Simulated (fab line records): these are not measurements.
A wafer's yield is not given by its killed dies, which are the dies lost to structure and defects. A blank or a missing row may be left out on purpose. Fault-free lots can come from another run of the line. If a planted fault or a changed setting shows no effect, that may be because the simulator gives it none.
Chamber matching ; flow n5-finfet ; 3 sister chambers for N5_BEOL_M8_ILD_DEP_00 on pecvd-02
The step deposits SiCOH lowk from DEMS/porogen, target thk 179.75 nm, time 33.4 s. 6 wafers are shown with their chamber, then 8 later ones without.

WAFERS WITH THEIR CHAMBER
wafer;chamber;throttle-valve-pct (%);heater-power-w (W)
L087.3;2;13.8;351
L089.5;2;13.8;325
L088.2;0;12.9;256
L088.5;1;13.7;407
L088.6;0;12.8;272
L093.2;1;14.1;442

WAFERS WHOSE CHAMBER IS MISSING
wafer;throttle-valve-pct (%);heater-power-w (W)
L093.5;13.8;349
L093.6;12.8;261
L092.3;13.9;427
L092.5;14.1;430
L092.6;13.2;247
L095.1;14.0;415
L095.3;13.1;259
L095.4;14.2;432

THE CHAMBER EACH PASSED THROUGH
wafer;from the rows above;in truth
L093.5;2;2
L093.6;0;0
L092.3;1;1
L092.5;1;1
L092.6;0;0
L095.1;1;1
L095.3;0;0
L095.4;1;1
8 of 8 placed correctly. Not placeable from these rows: 0. Placed wrongly: 0.
How it was worked out, from the rows above alone: a wafer's distance from a chamber is the root of the sum, over the readings, of the square of ((its reading less the chamber's mean) divided by the reading's scatter). If the next closest chamber is less than 2 further off than the closest, the wafer can't be placed; otherwise it belongs to the closest. The mean given for a chamber averages the wafers shown for that chamber. The scatter: the root of (the sum of the squares of (reading less its chamber's mean) over the shown wafers, divided by (wafers less chambers)).
